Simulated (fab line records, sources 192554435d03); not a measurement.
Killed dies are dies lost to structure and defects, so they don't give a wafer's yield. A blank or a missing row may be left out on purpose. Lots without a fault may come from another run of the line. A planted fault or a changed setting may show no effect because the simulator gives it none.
Chamber matching | flow n5_finfet | N5_BEOL_M13_ETCH_67 on rie_diel-03: 4 sister chambers
The step etches SiARC in CF4, target depth 143 nm, time 238.3 s. 4 wafers are shown with their chamber, then 10 later ones without.

WAFERS WITH THEIR CHAMBER
wafer  | chamber | drypump_motor_current_A (A)
L089.5 | 2       | 5.9
L091.6 | 1       | 5.9
L090.2 | 0       | 5.2
L090.3 | 3       | 6.4

WAFERS WITHOUT THEIR CHAMBER
wafer  | drypump_motor_current_A (A)
L090.6 | 6.0
L088.1 | 6.5
L088.5 | 6.4
L088.6 | 6.0
L093.1 | 5.2
L093.3 | 5.9
L093.6 | 5.9
L095.1 | 5.9
L095.3 | 5.2
L095.6 | 5.3

WHICH CHAMBER EACH WENT THROUGH
wafer  | from the rows above     | in truth
L090.6 | can't be placed: 1 or 2 | 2
L088.1 | 3                       | 3
L088.5 | 3                       | 3
L088.6 | can't be placed: 1 or 2 | 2
L093.1 | 0                       | 0
L093.3 | can't be placed: 1 or 2 | 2
L093.6 | can't be placed: 1 or 2 | 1
L095.1 | can't be placed: 1 or 2 | 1
L095.3 | 0                       | 0
L095.6 | 0                       | 0
Placed correctly: 5 of 10. Can't be placed from these rows: 5 (the true chamber is among the candidates in 5). Placed wrongly: 0.
How it was worked out, from the rows above alone: a wafer's distance from a chamber is the root of the sum, over the readings, of the square of ((its reading less the chamber's mean) divided by the reading's scatter). The wafer belongs to the nearest chamber; if the next one is less than 2 further off, it can't be placed. A chamber's mean is the mean of its shown wafers. The scatter: with one shown wafer a chamber, the root of the mean of the squares of how far each hidden wafer lies from its nearest shown one.
